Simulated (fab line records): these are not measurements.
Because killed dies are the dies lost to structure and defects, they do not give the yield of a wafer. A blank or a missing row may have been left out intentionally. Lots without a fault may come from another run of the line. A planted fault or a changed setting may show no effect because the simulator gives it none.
fab line records    flow n5-finfet
record: lots: 4  wafers: 12  last-day: 17
route steps=1938 shown BEOL_M4@1038 PASSIVATION@1936
lots that met no fault: from a run of the same line without faults
start-h: hours from the record's opening day to when the first of the lot's shown wafers began    wait-h: how many hours have passed since the lot's step before this one    " unchanged from the row above    L1.1+2: several wafers, shown together as one row    - no value, or no start given    * or withheld: withheld    < > ~ a bound
route shown NAME@n: names a module that has steps shown in the file, with the first one's number in the route    usual: average and standard deviation across the fault-free wafers    same: alike in all rows    chamber/n: place in a boat    sites: each site's reading    _std_site: their standard deviation    _edge_site: the outer-site mean with the inner-site mean subtracted    radius-mm: how far each site lies from the wafer's centre    mask NAME#n: copy n    behind: the tool/chamber that last shaped the wafer    hold: why the lot went on hold/how many hours it stayed there/how the hold came to an end    device: the transistor (n, p or np) that didn't switch    end of line: the route-end tests of the same wafers    step lacking rows: just its recipe    killed: dies that structure and defects cost at the first sort, which is not the same as the wafer's yield    map: the dies of a wafer, with x for killed, . for not killed, _ for no die there
set.NAME: the setting as run; set.NAME@STEP: as run at that earlier step    model.NAME: the simulator's own value behind a step, which no gauge read
certain route steps with their lots: each step a table, each wafer a row
services: a tool's chamber out of use, with start hour (start-h, from the record's first day; less than 0 if before it), hours out, and reason
== steps ==
step: N5_BEOL_M4_ETCH_74
recipe: chemistry: N2/H2  target: underlayer  target-depth-a: 65  mask-material: CAR-EUV  time-s: 5.2  ion-energy-ev: 200  pressure-mtorr: 30  source-w: 840  bias-w: 150  n2-flow-sccm: 200  h2-flow-sccm: 200  ends: cleared
step: N5_BEOL_M4_ETCH_63
recipe: chemistry: CF4  target: SiARC  target-depth-a: 156  mask-material: CAR-EUV  time-s: 26  ion-energy-ev: 80  pressure-mtorr: 40  source-w: 545  bias-w: 36  Ar_flow_sccm: 100  cf4-flow-sccm: 100  ends: cleared
step: N5_BEOL_M4_ETCH_64
recipe: chemistry: N2/H2  target: SOC  target-depth-a: 750  overetch-a: 225  mask-material: SiARC  temp-c: 40  time-s: 121.9  ion-energy-ev: 200  pressure-mtorr: 30  source-w: 840  bias-w: 150  n2-flow-sccm: 200  h2-flow-sccm: 200
step: N5_BEOL_M4_STRIP_65
recipe: chemistry: N2/H2  temp-c: 40  n2-flow-sccm: 200  h2-flow-sccm: 200  rf-frequency-hz: 6e+07
step: N5_BEOL_M4_STRIP_75
recipe: chemistry: N2/H2  temp-c: 40  n2-flow-sccm: 200  h2-flow-sccm: 200  rf-frequency-hz: 6e+07
step: N5_BEOL_M4_STRIP_66
recipe: chemistry: CF4  resist: SiARC  power-w: 300  bias-power-w: 75  pressure-mtorr: 50  cf4-flow-sccm: 150  rf-frequency-hz: 6e+07
step: N5_BEOL_M4_HM_OPEN_17
recipe: chemistry: Cl2/BCl3  target-depth-a: 200  overetch-a: 60  target: TiN  mask-material: SOC  ion-energy-ev: 150  pressure-mtorr: 10  icp-w: 1000  bias-w: 126  Cl2_flow_sccm: 53.25  bcl3-flow-sccm: 21.75  Ar_flow_sccm: 25
step: N5_BEOL_M4_STRIP_19
recipe: chemistry: O2  power-w: 400  temp-c: 40  pressure-mtorr: 30  rf-frequency-hz: 6e+07  bias-power-w: 0  overash-fraction: 0.2  o2-flow-sccm: 225
step: N5_BEOL_M4_COAT_67
recipe: resist: SOC  temp-c: 250  time-s: 60  spin-rpm: 1500  resist-thk-nm: 60
step: N5_BEOL_M4_COAT_68
recipe: resist: SiARC  temp-c: 220  time-s: 60  spin-rpm: 1500  resist-thk-nm: 12
step: N5_BEOL_M4_COAT_76
recipe: resist: underlayer  temp-c: 205  time-s: 60  spin-rpm: 1500  resist-thk-nm: 5
step: N5_BEOL_M4_COAT_22
recipe: resist: CAR-EUV  spin-rpm: 1500  resist-thk-nm: 30
usual: spin-speed-rpm: 1500.0/0.95
lot.wafer  tool            chamber  start-h  wait-h  spin-speed-rpm  model.CAR-EUV_of_BEOL_M4_COAT_22.thk-nm
L866.1     litho-track-05  0        156.44   -       1498.5          30
L866.2     "               0        "        "       1501.0          29.8
L866.5     "               0        "        "       1500.6          30
L872.1     litho-track-05  0        194.66   -       1414.6          31
L872.5     "               0        "        "       1413.9          31
L872.6     "               0        "        "       1414.6          31
L873.2     litho-track-05  0        195.34   -       1414.3          31
L873.5     "               0        "        "       1413.7          31
L873.6     "               0        "        "       1414.7          30.8
L887.1     litho-track-04  0        285.94   -       1498.8          29.8
L887.2     "               0        "        "       1500.8          30
L887.3     "               0        "        "       1501.1          30
step: N5_BEOL_M4_EBR_24
recipe: solvent: PGMEA  ebr-width-mm: 1.5
step: N5_BEOL_M4_SOFTBAKE_23
recipe: temp-c: 110  time-s: 60  resist: CAR-EUV
step: N5_BEOL_M4_EXPOSE_25
recipe: mask-id: V3  na: 0.33  source-shape: quasar  sigma-inner: 0.2  sigma-outer: 0.8  polarization: unpolarized  defocus-nm: 5  dose-mj: 63
step: N5_BEOL_M4_PEB_26
recipe: peb-temp-c: 100  peb-time-s: 60  resist: CAR-EUV
step: N5_BEOL_M4_DEVELOP_27
recipe: develop-time-s: 30  developer: TMAH  resist: CAR-EUV  rinse-liquid: surfactant-rinse  dry: air-spin  dev-temp-c: 23
step: N5_BEOL_M4_DESCUM_33
recipe: chemistry: O2  time-s: 7  source-power-w: 50  bias-power-w: 20  pressure-mtorr: 20  rf-frequency-hz: 2.712e+07  temp-c: 40  resist: CAR-EUV  o2-flow-sccm: 225
step: N5_BEOL_M4_ETCH_77
recipe: chemistry: N2/H2  target: underlayer  target-depth-a: 65  mask-material: CAR-EUV  time-s: 5.2  ion-energy-ev: 200  pressure-mtorr: 30  source-w: 840  bias-w: 150  n2-flow-sccm: 200  h2-flow-sccm: 200  ends: cleared
step: N5_BEOL_M4_ETCH_69
recipe: chemistry: CF4  target: SiARC  target-depth-a: 156  mask-material: CAR-EUV  time-s: 26  ion-energy-ev: 80  pressure-mtorr: 40  source-w: 545  bias-w: 36  Ar_flow_sccm: 100  cf4-flow-sccm: 100  ends: cleared
step: N5_BEOL_M4_ALD_98
recipe: material: SiO2  target-thk-a: 25  temp-c: 100  ald-precursor-family: BDEAS  ald-co-reactant: O2-plasma  pulse-time-s: 1  co-reactant-pulse-time-s: 1  purge-time-s: 2  co-reactant-purge-time-s: 2  ald-cycles: 17  pressure-torr: 2
step: N5_BEOL_M4_ETCHBACK_99
recipe: chemistry: CHF3  target: SiO2  target-depth-a: 50  time-s: 10.4  source-w: 215  bias-w: 47  Ar_flow_sccm: 200  CHF3_flow_sccm: 12  ion-energy-ev: 100  pressure-mtorr: 30
usual: drypump-motor-current-A: 5.8/0.34  oes-product-au: 0.84/0.094  rf-vpp-V: 240.5/2.6  showerhead-plenum-p-Torr: 2.17/0.076  throttle-valve-pct: 17.07/0.26
lot.wafer  tool         chamber  start-h  wait-h  drypump-motor-current-A  oes-product-au  rf-hours-counter-h  rf-vpp-V  showerhead-plenum-p-Torr  throttle-valve-pct  model.CAR-EUV_of_BEOL_M4_COAT_22.thk-nm
L866.1     rie-diel-02  3        161.38   4.2     6.6                      0.79            88                  241.7     2.27                      16.89               10.4
L866.2     "            0        "        "       6.1                      0.96            5                   242.3     2.12                      16.82               10.2
L866.5     "            0        "        "       6.1                      0.96            -                   243.5     2.12                      16.81               10.4
L872.1     rie-diel-05  0        197.92   2.5     5.7                      0.84            65                  240.7     2.27                      17.36               11.4
L872.5     "            2        "        "       6.0                      0.68            -                   237.7     2.20                      17.43               11.4
L872.6     "            3        "        "       5.7                      0.92            -                   239.2     2.11                      16.90               11.2
L873.2     rie-diel-02  1        197.99   2.0     5.6                      0.93            12                  244.0     2.11                      16.79               11.2
L873.5     "            2        "        "       5.7                      0.76            -                   234.0     2.07                      17.34               11.4
L873.6     "            1        "        "       5.6                      0.94            -                   246.0     2.11                      16.80               11.2
L887.1     rie-diel-02  2        296.87   10.1    5.7                      0.73            176                 235.5     2.06                      17.40               10.2
L887.2     "            1        "        "       5.6                      0.86            51                  244.7     2.10                      16.85               10.4
L887.3     "            3        "        "       6.6                      0.74            140                 239.9     2.25                      16.97               10.2
step: N5_BEOL_M4_ETCH_70
recipe: chemistry: N2/H2  target: SOC  target-depth-a: 800  overetch-a: 240  mask-material: SiARC  temp-c: 40  time-s: 130  ion-energy-ev: 200  pressure-mtorr: 30  source-w: 840  bias-w: 150  n2-flow-sccm: 200  h2-flow-sccm: 200
step: N5_BEOL_M4_RC_MEAS_101
usual: DIBL_N: 36.1/1.3  DIBL_P: 36.3/1.4  IOFF_N: 0.162/0.024  IOFF_P: 0.22/0.033  ION_N: 674/9.9  ION_P: 464/7.6  SS_N: 71.6/0.53  SS_P: 73.4/0.55  VT_N: 249.4/2.9  VT_P: -249/3.3
lot.wafer  tool       chamber  start-h  wait-h  DIBL_N[mV/V]  DIBL_P[mV/V]  IOFF_N[nA/um]  IOFF_P[nA/um]  ION_N[uA/um]  ION_P[uA/um]  SS_N[mV/dec]  SS_P[mV/dec]  VT_N[mV]  VT_P[mV]
L866.1     prober-02  0        166.21   0.0     35.9          35.5          0.130          0.19           655           456           71.3          73.4          255.8     -250
L866.2     "          0        "        "       37.6          36.4          0.158          0.21           663           454           71.4          73.6          251.4     -249
L866.5     "          0        "        "       36.5          36.1          0.141          0.20           670           458           72.0          73.5          252.3     -250
L872.1     prober-02  0        202.17   0.0     37.2          36.8          0.172          0.26           677           469           72.3          72.6          247.0     -245
L872.5     "          0        "        "       36.5          35.2          0.145          0.22           666           463           71.0          72.9          250.4     -251
L872.6     "          0        "        "       37.2          36.5          0.167          0.25           672           463           71.6          73.5          246.2     -245
L873.2     prober-01  0        202.52   0.2     35.5          35.6          0.145          0.19           678           461           70.9          73.0          250.5     -251
L873.5     "          0        "        "       37.0          37.0          0.162          0.21           674           457           71.1          73.1          250.7     -252
L873.6     "          0        "        "       36.5          37.6          0.170          0.22           672           453           71.4          73.5          249.2     -252
L887.1     prober-02  0        301.30   0.0     35.8          35.4          0.144          0.22           678           471           71.9          73.1          250.6     -244
L887.2     "          0        "        "       36.7          36.2          0.161          0.24           676           466           71.8          72.6          245.9     -245
L887.3     "          0        "        "       35.1          34.4          0.132          0.20           668           464           71.1          71.9          250.1     -248
step: N5_PASSIVATION_PROBE_49
usual: defect-limited-yield: 91.1/1.5  killed_at_M0_to_M3: 36/11  killed_at_M4_up: 13/5  killed-at-contacts: 13/5  killed-at-front-end: 40/12  killed-at-other: 3.3/2.3  killed-dies: 106/17  killed-open: 70/13  killed-short: 34/7.6  sort_bin_5_function: 5.3/0.96  sort_bin_6_memory: 3.3/0.66  sort-n-pass: 1074/17  sort-yield-pct: 91.1/1.5
same: gross-dies: 1180  killed-at-back-side: 0  sort_bin_4_leakage[%]: 0  sort_bin_8_speed[%]: 0
lot.wafer  tool       chamber  start-h  wait-h  defect-limited-yield[%]  killed_at_M0_to_M3  killed_at_M4_up  killed-at-contacts  killed-at-front-end  killed-at-other  killed-dies  killed-open  killed-short  sort_bin_5_function[%]  sort_bin_6_memory[%]  sort-n-pass  sort-yield-pct[%]
L866.1     prober-02  -        265.13   0.0     92.5                     34                  15               15                  19                   5                88           63           25            4.3                     3.1                   1092         92.5
L866.2     prober-02  -        265.18   0.1     91.4                     34                  18               11                  35                   4                102          73           28            5.6                     2.5                   1078         91.4
L866.5     prober-02  -        265.33   0.2     92.4                     45                  18               14                  12                   1                90           63           27            5.3                     2.0                   1090         92.4
L872.1     prober-01  -        298.71   0.0     91.8                     22                  14               17                  41                   3                97           62           33            4.3                     3.4                   1083         91.8
L872.5     prober-01  -        298.91   0.2     90.2                     33                  14               19                  45                   5                116          76           40            6.3                     3.4                   1064         90.2
L872.6     prober-01  -        298.96   0.3     90.8                     50                  9                12                  35                   3                109          72           36            6.3                     2.9                   1071         90.8
L873.2     prober-01  -        299.57   0.1     90.7                     52                  18               13                  20                   7                110          73           37            5.3                     3.3                   1070         90.7
L873.5     prober-01  -        299.72   0.2     90.9                     41                  21               14                  25                   6                107          75           32            5.9                     3.0                   1073         90.9
L873.6     prober-01  -        299.77   0.3     88.6                     48                  21               11                  49                   6                135          86           48            6.4                     4.2                   1045         88.6
L887.1     prober-01  -        416.21   0.0     90.6                     28                  19               12                  45                   7                111          77           34            5.7                     3.6                   1069         90.6
L887.2     prober-01  -        416.26   0.1     90.1                     30                  6                11                  66                   4                117          81           31            6.5                     2.9                   1063         90.1
L887.3     prober-01  -        416.31   0.1     93.0                     23                  12               7                   41                   0                83           51           29            3.9                     2.5                   1097         93.0
killed by level:class
L866.1 MOL_CONTACT_COAG:geometric-particle:open=10 BEOL_M0:geometric-particle:open=6 BEOL_M1:geometric-particle:open=6 BEOL_M4:geometric-particle:open=6 MOL_CONTACT_COAG:geometric-particle:short=5 GATE_CUT:geometric-particle:open=4 BEOL_M0_SAQP:geometric-particle:open=4 BEOL_M2:geometric-particle:open=4
L866.2 MOL_CONTACT_COAG:geometric-particle:open=10 BEOL_M0_SAQP:geometric-particle:open=9 DUMMY_GATE:geometric-particle:open=8 BEOL_M4:geometric-particle:open=8 FIN_SAQP:geometric-particle:short=7 BEOL_M1:geometric-particle:open=7 STARTING-WAFER:geometric-particle:open=6 BEOL_M2:geometric-particle:open=5
L866.5 BEOL_M1:geometric-particle:open=12 BEOL_M4:geometric-particle:open=11 MOL_CONTACT_COAG:geometric-particle:open=9 BEOL_M2:geometric-particle:open=8 BEOL_M0_SAQP:geometric-particle:short=6 BEOL_M0:geometric-particle:open=6 MOL_CONTACT_COAG:geometric-particle:short=5 GATE_CUT:geometric-particle:short=4
L872.1 FIN_SAQP:geometric-particle:short=11 MOL_CONTACT_COAG:geometric-particle:open=11 BEOL_M1:geometric-particle:open=11 STI_FIN_REVEAL:geometric-particle:open=7 BEOL_M4:geometric-particle:open=7 MOL_CONTACT_COAG:geometric-particle:short=6 FIN_SAQP:geometric-particle:open=4 GATE_CUT:geometric-particle:open=4
L872.5 MOL_CONTACT_COAG:geometric-particle:open=12 STI_FIN_REVEAL:geometric-particle:open=8 FIN_SAQP:geometric-particle:short=7 MOL_CONTACT_COAG:geometric-particle:short=7 BEOL_M4:geometric-particle:open=7 BEOL_M1:geometric-particle:open=7 FIN_SAQP:geometric-particle:open=6 BEOL_M0_SAQP:geometric-particle:short=6
L872.6 BEOL_M0_SAQP:geometric-particle:short=17 MOL_CONTACT_COAG:geometric-particle:open=10 BEOL_M0_SAQP:geometric-particle:open=8 BEOL_M3:geometric-particle:open=8 GATE_CUT:geometric-particle:open=7 BEOL_M1:geometric-particle:open=7 BEOL_M2:geometric-particle:open=7 FIN_SAQP:geometric-particle:open=5
L873.2 BEOL_M0_SAQP:geometric-particle:short=17 BEOL_M0_SAQP:geometric-particle:open=16 MOL_CONTACT_COAG:geometric-particle:open=12 BEOL_M3:geometric-particle:open=11 BEOL_M4:geometric-particle:open=8 STI_FIN_REVEAL:geometric-particle:open=4 BEOL_M2:geometric-particle:open=4 FIN_SAQP:geometric-particle:open=3
L873.5 BEOL_M2:geometric-particle:open=11 MOL_CONTACT_COAG:geometric-particle:open=10 BEOL_M4:geometric-particle:open=10 BEOL_M0_SAQP:geometric-particle:short=9 BEOL_M0_SAQP:geometric-particle:open=8 FIN_SAQP:geometric-particle:open=7 FIN_SAQP:geometric-particle:short=6 BEOL_M3:geometric-particle:open=6
L873.6 BEOL_M4:geometric-particle:open=12 BEOL_M0_SAQP:geometric-particle:open=11 FIN_SAQP:geometric-particle:short=10 BEOL_M2:geometric-particle:open=10 MOL_CONTACT_COAG:geometric-particle:open=9 FIN_SAQP:geometric-particle:open=8 BEOL_M0_SAQP:geometric-particle:short=8 BEOL_M3:geometric-particle:open=7
L887.1 FIN_SAQP:geometric-particle:open=14 FIN_SAQP:geometric-particle:short=11 MOL_CONTACT_COAG:geometric-particle:open=10 BEOL_M2:geometric-particle:open=9 BEOL_M4:geometric-particle:open=8 STI_FIN_REVEAL:geometric-particle:open=6 DUMMY_GATE:geometric-particle:open=6 BEOL_M3:geometric-particle:open=6
L887.2 STI_FIN_REVEAL:geometric-particle:open=18 FIN_SAQP:geometric-particle:open=13 BEOL_M2:geometric-particle:open=11 MOL_CONTACT_COAG:geometric-particle:open=10 DUMMY_GATE:geometric-particle:open=7 BEOL_M4:geometric-particle:open=5 HKMG_FIN:area-etch=5 FIN_SAQP:geometric-particle:short=4
L887.3 FIN_SAQP:geometric-particle:open=8 FIN_SAQP:geometric-particle:short=8 STI_FIN_REVEAL:geometric-particle:open=7 BEOL_M3:geometric-particle:open=6 BEOL_M2:geometric-particle:open=6 BEOL_M4:geometric-particle:open=6 DUMMY_GATE:geometric-particle:open=5 MOL_CONTACT_COAG:geometric-particle:open=4
== services ==
tool            chamber  start-h  hours  kind
rie-diel-02     0        138.25   -      clean
rie-diel-02     0        138.25   -      consumable-replace:focus-ring
rie-diel-02     0        138.25   12.3   scheduled-down
rie-diel-02     0        138.25   12.3   vent-cycle
rie-diel-05     1        148.05   -      clean
rie-diel-05     1        148.05   -      consumable-replace:focus-ring
rie-diel-05     1        148.05   25.0   scheduled-down
rie-diel-05     1        148.05   25.0   vent-cycle
rie-diel-02     1        150.56   -      clean
rie-diel-02     1        150.56   -      consumable-replace:focus-ring
rie-diel-02     1        150.56   11.3   scheduled-down
rie-diel-02     1        150.56   11.3   vent-cycle
rie-diel-05     -        202.85   11.3   repair
rie-diel-02     2        225.20   7.3    repair
litho-track-04  -        229.96   -      consumable-replace:filter
rie-diel-05     2        242.36   -      clean
rie-diel-05     2        242.36   -      consumable-replace:focus-ring
rie-diel-05     2        242.36   19.9   scheduled-down
rie-diel-05     2        242.36   19.9   vent-cycle
rie-diel-02     0        279.12   2.5    repair
== key ==
first-sign: step: N5_BEOL_M4_COAT_22  reading: spin-speed-rpm  direction: down  sigmas: 90  usual: *  struck: *
effect none on later readings
model-effect: step: N5_BEOL_M4_COAT_22  value: CAR-EUV_of_BEOL_M4_COAT_22.thk-nm  without: 30  struck: 30.97
model-effect: step: N5_BEOL_M4_ETCHBACK_99  value: CAR-EUV_of_BEOL_M4_COAT_22.thk-nm  without: 10.4  struck: 11.3
met-at N5_BEOL_M4_COAT_22
struck-wafers L872.1,L872.5,L872.6,L873.2,L873.5,L873.6
onset-between 156.44 194.66
fault: kind: process-parameter-drift  tool: litho-track-05  chamber: -  onset-h: 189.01  steps: N5_BEOL_M4_COAT_22  channel: spin-rpm  offset: *  shape: step  end-h: 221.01  acts-in: *  stated: *
